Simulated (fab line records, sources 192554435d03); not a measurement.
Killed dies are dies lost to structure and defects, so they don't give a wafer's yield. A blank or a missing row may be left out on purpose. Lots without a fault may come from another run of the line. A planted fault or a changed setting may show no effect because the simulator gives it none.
fab line records | flow n5_finfet
record lots=24 wafers=72 last_day=18
route steps=1938 shown BEOL_M14@1717
lots that met no fault: from a run of the same line without faults
start_h: hours from the record's first day to the start of the lot's first wafer shown | wait_h: hours since the lot's step before | " the same as in the row above | L1.1+2: a row that stands for several wafers | - no value, or no start given | * or withheld: withheld | < > ~ a bound
route shown NAME@n: a module of which the file shows steps, and the number in the route of the first | usual: mean/standard deviation of fault-free wafers | same: alike in all rows | chamber/n: place in a boat | sites: the reading at each site | _std_site: their standard deviation | _edge_site: outer sites' mean less inner sites' | radius_mm: how far each site lies from the wafer's centre | mask NAME#n: copy n | behind: the tool/chamber that last shaped the wafer | hold: why the lot was held/for how many hours/how that ended | device: the transistor (n, p or np) that didn't switch | end of line: the same wafers' tests at the end of the route | a step without rows: its recipe alone | killed: dies lost to structure and defects at the first sort, not the wafer's yield | map: a wafer's dies, x killed, . not, _ none there
set.NAME: the setting as run; set.NAME@STEP: as run at that earlier step | model.NAME: the simulator's own value behind a step, which no gauge read
steps of the route over a sample of lots; a table a step, a row a wafer
services: from which hour (start_h, from the record's first day; less than 0 if before it) a tool's chamber was out of use, for how many hours, and why
## steps
# step N5_BEOL_M14_THK_MEAS_01
# recipe reads=SiO2_of_BEOL_M14_ILD_DEP_00
# usual M14_ILD_THK=1115/13
# columns lot.wafer tool chamber start_h wait_h M14_ILD_THK[nm]
L074.1 film_metro-02 - 262.36 0.1 1106
L074.2 " - " " 1092
L074.3 " - " " 1100
L075.1 film_metro-02 - 269.01 0.1 1111
L075.5 " - " " 1120
L075.6 " - " " 1128
L077.1 film_metro-02 - 272.45 0.1 1099
L077.5 " - " " 1110
L077.6 " - " " 1135
L076.1 film_metro-01 - 280.47 0.1 1105
L076.3 " - " " 1102
L076.4 " - " " 1113
L078.3 film_metro-01 - 288.17 0.1 1117
L078.4 " - " " 1128
L078.6 " - " " 1131
L080.1 film_metro-01 - 289.71 0.1 1098
L080.3 " - " " 1095
L080.5 " - " " 1112
L079.2 film_metro-01 - 291.59 0.1 1102
L079.3 " - " " 1106
L079.4 " - " " 1120
L081.1 film_metro-01 - 304.90 0.1 1089
L081.4 " - " " 1116
L081.6 " - " " 1121
L083.2 film_metro-02 - 314.97 0.1 1103
L083.5 " - " " 1138
L083.6 " - " " 1135
L082.1 film_metro-02 - 317.22 0.1 1104
L082.4 " - " " 1123
L082.5 " - " " 1124
L084.1 film_metro-01 - 334.32 0.1 1103
L084.4 " - " " 1114
L084.5 " - " " 1122
L085.1 film_metro-01 - 341.28 0.1 1113
L085.4 " - " " 1140
L085.6 " - " " 1125
L089.1 film_metro-02 - 342.36 0.1 1120
L089.2 " - " " 1117
L089.4 " - " " 1138
L086.1 film_metro-02 - 342.48 0.1 1126
L086.4 " - " " 1141
L086.5 " - " " 1127
L087.3 film_metro-02 - 343.98 0.1 1115
L087.4 " - " " 1153
L087.6 " - " " 1137
L088.1 film_metro-01 - 349.75 0.1 1123
L088.2 " - " " 1127
L088.6 " - " " 1114
L091.1 film_metro-01 - 368.98 0.1 1095
L091.4 " - " " 1101
L091.6 " - " " 1105
L090.1 film_metro-02 - 368.99 0.1 1103
L090.2 " - " " 1117
L090.3 " - " " 1113
L092.1 film_metro-02 - 373.32 0.1 1117
L092.2 " - " " 1110
L092.3 " - " " 1114
L094.1 film_metro-01 - 375.46 0.1 1097
L094.4 " - " " 1129
L094.6 " - " " 1121
L093.3 film_metro-01 - 399.50 0.1 1117
L093.4 " - " " 1101
L093.6 " - " " 1109
L095.2 film_metro-01 - 400.72 0.1 1091
L095.3 " - " " 1107
L095.6 " - " " 1109
L096.1 film_metro-02 - 404.01 0.2 1105
L096.2 " - " " 1107
L096.5 " - " " 1117
L097.1 film_metro-01 - 410.74 0.2 1103
L097.4 " - " " 1115
L097.6 " - " " 1112
# step N5_BEOL_M14_CD_MEAS_28
# recipe target_cd_nm=284.4 landing_energy_ev=500 detector=se_inlens
# usual cd_nm=284.4/1.4
# columns lot.wafer tool chamber start_h wait_h cd_nm
L074.1 cd_sem-03 0 263.51 - 287.1
L074.2 " 0 " " 286.2
L074.3 " 0 " " 284.4
L075.1 cd_sem-02 0 270.29 - 283.3
L075.5 " 0 " " 283.7
L075.6 " 0 " " 285.3
L077.1 cd_sem-03 0 273.60 - 285.9
L077.5 " 0 " " 286.5
L077.6 " 0 " " 287.4
L076.1 cd_sem-03 0 281.75 - 284.3
L076.3 " 0 " " 283.7
L076.4 " 0 " " 284.5
L078.3 cd_sem-02 0 289.45 - 283.3
L078.4 " 0 " " 283.9
L078.6 " 0 " " 285.0
L080.1 cd_sem-03 0 290.99 - 284.2
L080.3 " 0 " " 282.9
L080.5 " 0 " " 284.4
L079.2 cd_sem-01 0 292.75 - 283.8
L079.3 " 0 " " 282.3
L079.4 " 0 " " 282.6
L081.1 cd_sem-03 0 306.30 - 282.8
L081.4 " 0 " " 283.1
L081.6 " 0 " " 281.6
L083.2 cd_sem-03 0 316.28 - 285.0
L083.5 " 0 " " 286.1
L083.6 " 0 " " 286.6
L082.1 cd_sem-02 0 318.64 - 284.8
L082.4 " 0 " " 283.8
L082.5 " 0 " " 286.1
L084.1 cd_sem-01 0 335.61 - 282.7
L084.4 " 0 " " 282.5
L084.5 " 0 " " 282.7
L085.1 cd_sem-01 0 342.44 - 283.5
L085.4 " 0 " " 284.1
L085.6 " 0 " " 283.2
L089.1 cd_sem-03 0 343.53 - 282.3
L089.2 " 0 " " 282.9
L089.4 " 0 " " 279.7
L086.1 cd_sem-02 0 344.41 - 284.0
L086.4 " 0 " " 285.7
L086.5 " 0 " " 285.6
L087.3 cd_sem-03 0 345.39 - 285.4
L087.4 " 0 " " 286.3
L087.6 " 0 " " 285.3
L088.1 cd_sem-01 0 351.15 - 282.7
L088.2 " 0 " " 284.3
L088.6 " 0 " " 282.2
L091.1 cd_sem-01 0 370.46 - 285.0
L091.4 " 0 " " 283.2
L091.6 " 0 " " 284.5
L090.1 cd_sem-01 0 370.70 - 285.1
L090.2 " 0 " " 285.1
L090.3 " 0 " " 283.8
L092.1 cd_sem-01 0 374.73 - 285.0
L092.2 " 0 " " 284.1
L092.3 " 0 " " 283.9
L094.1 cd_sem-02 0 377.01 - 283.1
L094.4 " 0 " " 285.8
L094.6 " 0 " " 283.4
L093.3 cd_sem-03 0 400.79 - 285.6
L093.4 " 0 " " 287.1
L093.6 " 0 " " 286.0
L095.2 cd_sem-02 0 401.91 - 283.4
L095.3 " 0 " " 283.9
L095.6 " 0 " " 284.4
L096.1 cd_sem-01 0 405.34 - 285.4
L096.2 " 0 " " 284.9
L096.5 " 0 " " 286.6
L097.1 cd_sem-03 0 411.89 - 283.3
L097.4 " 0 " " 283.9
L097.6 " 0 " " 286.0
# step N5_BEOL_M14_ETCH_68
# recipe chemistry=N2/H2 target=SOC mask_material=SiARC source_w=3000 bias_w=350 temp_c=40 time_s=450 ion_energy_ev=200 pressure_mtorr=30 n2_flow_sccm=200 h2_flow_sccm=200
# usual drypump_motor_current_A=5.8/0.34 oes_product_au=0.79/0.073 rf_vpp_V=523.2/2.7 showerhead_plenum_p_Torr=2.52/0.095 throttle_valve_pct=17.80/0.28
# columns lot.wafer tool chamber start_h wait_h drypump_motor_current_A oes_product_au rf_hours_counter_h rf_vpp_V showerhead_plenum_p_Torr throttle_valve_pct
L074.1 rie_diel-04 0 263.78 0.1 5.5 0.83 98 521.0 2.46 17.44
L074.2 " 3 " " 5.7 0.81 65 527.9 2.68 17.77
L074.3 " 2 " " 5.6 0.74 205 526.0 2.62 18.17
L075.1 rie_diel-04 2 270.76 0.1 5.6 0.73 208 526.1 2.62 18.17
L075.5 " 3 " " 5.6 0.82 - 528.1 2.68 17.76
L075.6 " 0 " " 5.5 0.82 - 522.1 2.46 17.48
L077.1 rie_diel-01 3 273.88 0.1 5.8 0.74 158 520.1 2.44 18.03
L077.5 " 3 " " 5.7 0.74 - 521.5 2.44 18.01
L077.6 " 0 " " 6.1 0.78 - 521.8 2.44 17.58
L076.1 rie_diel-01 0 282.08 0.1 6.0 0.77 138 521.7 2.44 17.58
L076.3 " 3 " " 5.7 0.74 161 520.4 2.44 18.02
L076.4 " 2 " " 6.2 0.67 247 522.8 2.50 17.83
L078.3 rie_diel-04 0 289.93 0.1 5.5 0.82 107 520.8 2.45 17.47
L078.4 " 1 " " 6.2 0.81 70 527.0 2.69 17.85
L078.6 " 3 " " 5.7 0.81 - 527.4 2.67 17.78
L080.1 rie_diel-03 1 291.26 0.1 6.3 0.86 52 522.2 2.48 17.44
L080.3 " 3 " " 5.9 0.72 207 521.4 2.42 18.16
L080.5 " 3 " " 5.9 0.72 - 520.4 2.42 18.17
L079.2 rie_diel-03 1 293.05 0.1 6.4 0.86 53 521.4 2.48 17.44
L079.3 " 3 " " 5.9 0.72 208 521.0 2.42 18.16
L079.4 " 0 " " 5.0 0.86 44 522.6 2.48 17.70
L081.1 rie_diel-01 3 306.69 0.1 5.7 0.74 170 521.3 2.43 18.01
L081.4 " 1 " " 6.0 0.92 - 522.5 2.50 17.42
L081.6 " 3 " " 5.7 0.74 - 520.3 2.43 18.02
L083.2 rie_diel-01 2 316.84 0.1 6.2 0.97 2 521.6 2.50 17.39
L083.5 " 3 " " 5.8 0.73 - 520.3 2.43 18.03
L083.6 " 2 " " 6.2 0.97 - 523.6 2.50 17.39
L082.1 rie_diel-04 0 318.93 0.1 5.5 0.81 116 521.3 2.45 17.48
L082.4 " 3 " " 5.7 0.78 84 526.0 2.67 17.81
L082.5 " 1 " " 6.2 0.81 - 527.0 2.69 17.82
L084.1 rie_diel-03 3 335.88 0.1 5.9 0.71 222 518.9 2.41 18.17
L084.4 " 3 " " 5.9 0.70 - 520.4 2.41 18.17
L084.5 " 1 " " 6.3 0.83 - 522.9 2.48 17.46
L085.1 rie_diel-04 2 342.71 0.1 5.6 0.71 234 524.6 2.60 18.20
L085.4 " 1 " " 6.2 0.80 88 527.5 2.68 17.88
L085.6 " 1 " " 6.2 0.80 - 526.9 2.68 17.86
L089.1 rie_diel-04 0 343.86 0.1 5.4 0.79 124 521.6 2.45 17.49
L089.2 " 1 " " 6.2 0.79 89 528.1 2.68 17.88
L089.4 " 3 " " 5.7 0.79 92 527.1 2.67 17.83
L086.1 rie_diel-03 3 344.77 0.1 5.9 0.71 227 517.9 2.41 18.17
L086.4 " 2 " " 5.4 0.72 - 526.1 2.63 18.16
L086.5 " 3 " " 5.9 0.70 - 518.7 2.41 18.17
L087.3 rie_diel-03 3 345.65 0.1 6.0 0.71 227 520.8 2.41 18.17
L087.4 " 3 " " 5.9 0.71 - 520.7 2.41 18.18
L087.6 " 1 " " 6.3 0.83 - 520.5 2.47 17.47
L088.1 rie_diel-04 3 351.42 0.1 5.7 0.78 96 527.4 2.66 17.84
L088.2 " 0 " " 5.5 0.79 128 519.2 2.45 17.51
L088.6 " 0 " " 5.5 0.79 - 521.3 2.45 17.51
L091.1 rie_diel-01 0 371.12 0.1 6.1 0.74 172 520.8 2.43 17.65
L091.4 " 3 " " 5.7 0.71 194 520.5 2.42 18.05
L091.6 " 1 " " 6.0 0.86 - 522.4 2.49 17.46
L090.1 rie_diel-03 2 371.23 0.1 5.5 0.71 215 525.8 2.62 18.16
L090.2 " 0 " " 5.1 0.84 57 520.9 2.48 17.74
L090.3 " 3 " " 5.9 0.70 238 521.1 2.41 18.21
L092.1 rie_diel-01 2 375.01 0.1 6.2 0.91 21 523.8 2.49 17.43
L092.2 " 1 " " 6.0 0.87 43 523.4 2.49 17.47
L092.3 " 3 " " 5.8 0.72 196 522.0 2.42 18.09
L094.1 rie_diel-01 3 377.28 0.1 5.7 0.71 197 520.5 2.42 18.08
L094.4 " 0 " " 6.1 0.75 176 520.5 2.42 17.65
L094.6 " 3 " " 5.7 0.72 - 521.9 2.42 18.08
L093.3 rie_diel-03 3 401.06 0.1 6.0 0.69 246 519.7 2.40 18.22
L093.4 " 2 " " 5.5 0.70 223 527.8 2.62 18.18
L093.6 " 2 " " 5.5 0.70 - 524.6 2.62 18.18
L095.2 rie_diel-04 0 402.17 0.1 5.5 0.77 151 521.5 2.44 17.55
L095.3 " 2 " " 5.6 1.01 3 526.0 2.60 17.79
L095.6 " 2 " " 5.6 1.01 - 525.4 2.60 17.78
L096.1 rie_diel-01 2 405.64 0.1 6.2 0.89 27 522.0 2.49 17.43
L096.2 " 1 " " 5.9 0.85 52 520.3 2.49 17.48
L096.5 " 1 " " 5.9 0.85 - 522.5 2.49 17.49
L097.1 rie_diel-03 1 412.38 0.1 6.3 0.80 97 521.4 2.46 17.55
L097.4 " 1 " " 6.3 0.80 - 521.5 2.46 17.53
L097.6 " 0 " " 5.1 0.82 - 521.3 2.47 17.75
# step N5_BEOL_M14_OCD_MEAS_35
# usual trench_depth_nm=555/9.1
# columns lot.wafer tool chamber start_h wait_h trench_depth_nm
L074.1 ocd-01 - 264.21 0.0 567
L074.2 " - " " 555
L074.3 " - " " 547
L075.1 ocd-02 - 271.19 0.0 546
L075.5 " - " " 544
L075.6 " - " " 568
L077.1 ocd-01 - 274.31 0.0 570
L077.5 " - " " 577
L077.6 " - " " 549
L076.1 ocd-02 - 282.51 0.0 550
L076.3 " - " " 568
L076.4 " - " " 537
L078.3 ocd-01 - 290.36 0.0 573
L078.4 " - " " 548
L078.6 " - " " 549
L080.1 ocd-02 - 291.68 0.0 558
L080.3 " - " " 547
L080.5 " - " " 556
L079.2 ocd-01 - 293.48 0.0 566
L079.3 " - " " 554
L079.4 " - " " 562
L081.1 ocd-01 - 307.12 0.0 570
L081.4 " - " " 561
L081.6 " - " " 576
L083.2 ocd-02 - 317.27 0.0 553
L083.5 " - " " 567
L083.6 " - " " 557
L082.1 ocd-02 - 319.36 0.0 566
L082.4 " - " " 546
L082.5 " - " " 550
L084.1 ocd-02 - 336.31 0.0 550
L084.4 " - " " 557
L084.5 " - " " 563
L085.1 ocd-02 - 343.14 0.0 540
L085.4 " - " " 547
L085.6 " - " " 547
L089.1 ocd-02 - 344.29 0.0 569
L089.2 " - " " 552
L089.4 " - " " 549
L086.1 ocd-02 - 345.20 0.0 553
L086.4 " - " " 553
L086.5 " - " " 551
L087.3 ocd-01 - 346.09 0.0 555
L087.4 " - " " 556
L087.6 " - " " 564
L088.1 ocd-01 - 351.85 0.0 544
L088.2 " - " " 564
L088.6 " - " " 564
L091.1 ocd-01 - 371.55 0.0 551
L091.4 " - " " 567
L091.6 " - " " 567
L090.1 ocd-02 - 371.66 0.0 554
L090.2 " - " " 558
L090.3 " - " " 552
L092.1 ocd-01 - 375.44 0.0 549
L092.2 " - " " 567
L092.3 " - " " 568
L094.1 ocd-01 - 377.71 0.0 565
L094.4 " - " " 550
L094.6 " - " " 573
L093.3 ocd-01 - 401.49 0.0 549
L093.4 " - " " 549
L093.6 " - " " 550
L095.2 ocd-02 - 402.60 0.0 560
L095.3 " - " " 553
L095.6 " - " " 553
L096.1 ocd-02 - 406.07 0.0 547
L096.2 " - " " 560
L096.5 " - " " 559
L097.1 ocd-01 - 412.81 0.0 555
L097.4 " - " " 556
L097.6 " - " " 553
# step N5_BEOL_M14_RS_MEAS_54
# recipe thk_meas_gauge=four-point-probe reads=Cu_of_BEOL_M14_ECD_47+Ta_of_BEOL_M14_SPUTTER_44+TaN_of_BEOL_M14_SPUTTER_43
# usual M14_RS=0.0333/0.00057
# columns lot.wafer tool chamber start_h wait_h M14_RS[ohm/sq]
L074.1 film_metro-01 - 267.57 0.0 0.0327
L074.2 " - " " 0.0334
L074.3 " - " " 0.0339
L075.1 film_metro-01 - 275.56 0.0 0.0338
L075.5 " - " " 0.0340
L075.6 " - " " 0.0326
L077.1 film_metro-02 - 279.30 0.0 0.0324
L077.5 " - " " 0.0320
L077.6 " - " " 0.0337
L076.1 film_metro-02 - 286.22 0.0 0.0336
L076.3 " - " " 0.0324
L076.4 " - " " 0.0344
L078.3 film_metro-02 - 292.40 0.1 0.0321
L078.4 " - " " 0.0337
L078.6 " - " " 0.0336
L080.1 film_metro-02 - 294.84 0.0 0.0331
L080.3 " - " " 0.0336
L080.5 " - " " 0.0333
L079.2 film_metro-01 - 295.68 0.1 0.0327
L079.3 " - " " 0.0334
L079.4 " - " " 0.0330
L081.1 film_metro-01 - 309.44 0.0 0.0324
L081.4 " - " " 0.0329
L081.6 " - " " 0.0319
L083.2 film_metro-01 - 323.65 0.1 0.0335
L083.5 " - " " 0.0325
L083.6 " - " " 0.0331
L082.1 film_metro-02 - 324.15 0.1 0.0326
L082.4 " - " " 0.0339
L082.5 " - " " 0.0336
L084.1 film_metro-02 - 341.03 0.0 0.0336
L084.4 " - " " 0.0332
L084.5 " - " " 0.0328
L085.1 film_metro-01 - 345.11 0.0 0.0341
L085.4 " - " " 0.0337
L085.6 " - " " 0.0337
L089.1 film_metro-01 - 345.94 0.0 0.0327
L089.2 " - " " 0.0336
L089.4 " - " " 0.0338
L086.1 film_metro-01 - 350.84 0.0 0.0334
L086.4 " - " " 0.0334
L086.5 " - " " 0.0336
L087.3 film_metro-02 - 351.32 0.1 0.0333
L087.4 " - " " 0.0332
L087.6 " - " " 0.0327
L088.1 film_metro-01 - 353.81 0.0 0.0340
L088.2 " - " " 0.0326
L088.6 " - " " 0.0326
L091.1 film_metro-01 - 373.46 0.0 0.0335
L091.4 " - " " 0.0327
L091.6 " - " " 0.0327
L090.1 film_metro-02 - 376.70 0.0 0.0334
L090.2 " - " " 0.0331
L090.3 " - " " 0.0335
L092.1 film_metro-01 - 377.02 0.0 0.0337
L092.2 " - " " 0.0326
L092.3 " - " " 0.0325
L094.1 film_metro-02 - 386.31 0.0 0.0328
L094.4 " - " " 0.0336
L094.6 " - " " 0.0323
L093.3 film_metro-01 - 403.98 0.1 0.0337
L093.4 " - " " 0.0335
L093.6 " - " " 0.0336
L095.2 film_metro-01 - 404.52 0.1 0.0330
L095.3 " - " " 0.0333
L095.6 " - " " 0.0333
L096.1 film_metro-01 - 410.05 0.1 0.0337
L096.2 " - " " 0.0329
L096.5 " - " " 0.0330
L097.1 film_metro-02 - 414.99 0.1 0.0333
L097.4 " - " " 0.0331
L097.6 " - " " 0.0334
# step N5_BEOL_M14_INSPECT_55
# recipe inspect_instrument=darkfield mode=post_dep
# usual raw_defect_count=65/21
# columns lot.wafer tool chamber start_h wait_h raw_defect_count
L074.1 defect_inspect-02 - 267.59 0.0 78
L074.2 " - " " 111
L074.3 " - " " 72
L075.1 defect_inspect-01 - 275.59 0.0 51
L075.5 " - " " 40
L075.6 " - " " 65
L077.1 defect_inspect-02 - 279.33 0.0 46
L077.5 " - " " 37
L077.6 " - " " 59
L076.1 defect_inspect-02 - 286.24 0.0 104
L076.3 " - " " 106
L076.4 " - " " 84
L078.3 defect_inspect-01 - 292.42 0.0 51
L078.4 " - " " 62
L078.6 " - " " 43
L080.1 defect_inspect-01 - 294.86 0.0 52
L080.3 " - " " 51
L080.5 " - " " 42
L079.2 defect_inspect-02 - 295.70 0.0 54
L079.3 " - " " 48
L079.4 " - " " 55
L081.1 defect_inspect-01 - 309.47 0.0 48
L081.4 " - " " 37
L081.6 " - " " 70
L083.2 defect_inspect-02 - 323.68 0.0 36
L083.5 " - " " 59
L083.6 " - " " 67
L082.1 defect_inspect-02 - 324.17 0.0 67
L082.4 " - " " 57
L082.5 " - " " 94
L084.1 defect_inspect-02 - 341.06 0.0 43
L084.4 " - " " 73
L084.5 " - " " 46
L085.1 defect_inspect-01 - 345.14 0.0 93
L085.4 " - " " 40
L085.6 " - " " 63
L089.1 defect_inspect-01 - 345.96 0.0 75
L089.2 " - " " 46
L089.4 " - " " 92
L086.1 defect_inspect-02 - 350.87 0.0 66
L086.4 " - " " 31
L086.5 " - " " 75
L087.3 defect_inspect-01 - 351.35 0.0 93
L087.4 " - " " 68
L087.6 " - " " 107
L088.1 defect_inspect-02 - 353.84 0.0 60
L088.2 " - " " 124
L088.6 " - " " 115
L091.1 defect_inspect-02 - 373.49 0.0 76
L091.4 " - " " 57
L091.6 " - " " 92
L090.1 defect_inspect-02 - 376.72 0.0 51
L090.2 " - " " 52
L090.3 " - " " 52
L092.1 defect_inspect-02 - 377.05 0.0 53
L092.2 " - " " 69
L092.3 " - " " 41
L094.1 defect_inspect-02 - 386.34 0.0 39
L094.4 " - " " 44
L094.6 " - " " 53
L093.3 defect_inspect-01 - 404.01 0.0 44
L093.4 " - " " 81
L093.6 " - " " 52
L095.2 defect_inspect-01 - 404.55 0.0 107
L095.3 " - " " 93
L095.6 " - " " 94
L096.1 defect_inspect-02 - 410.08 0.0 60
L096.2 " - " " 47
L096.5 " - " " 80
L097.1 defect_inspect-01 - 415.02 0.0 74
L097.4 " - " " 86
L097.6 " - " " 80
## services
# columns tool chamber start_h hours kind
rie_diel-04 - 240.08 14.6 pm
rie_diel-01 1 244.09 - clean
rie_diel-01 1 244.09 - consumable_replace:focus_ring
rie_diel-01 1 244.09 13.9 scheduled_down
rie_diel-01 1 244.09 13.9 vent_cycle
rie_diel-01 2 290.57 - clean
rie_diel-01 2 290.57 - consumable_replace:focus_ring
rie_diel-01 2 290.57 21.6 scheduled_down
rie_diel-01 2 290.57 21.6 vent_cycle
rie_diel-04 1 344.77 30.9 repair
rie_diel-03 - 361.14 2.8 pm
rie_diel-04 2 376.09 - clean
rie_diel-04 2 376.09 - consumable_replace:focus_ring
rie_diel-04 2 376.09 16.8 scheduled_down
rie_diel-04 2 376.09 16.8 vent_cycle
rie_diel-04 1 384.65 6.6 repair
rie_diel-01 2 393.40 8.3 repair
rie_diel-03 - 395.93 0.4 repair
rie_diel-03 3 410.00 - clean
rie_diel-03 3 410.00 - consumable_replace:focus_ring
rie_diel-03 3 410.00 - consumable_replace:showerhead
## key
fault none
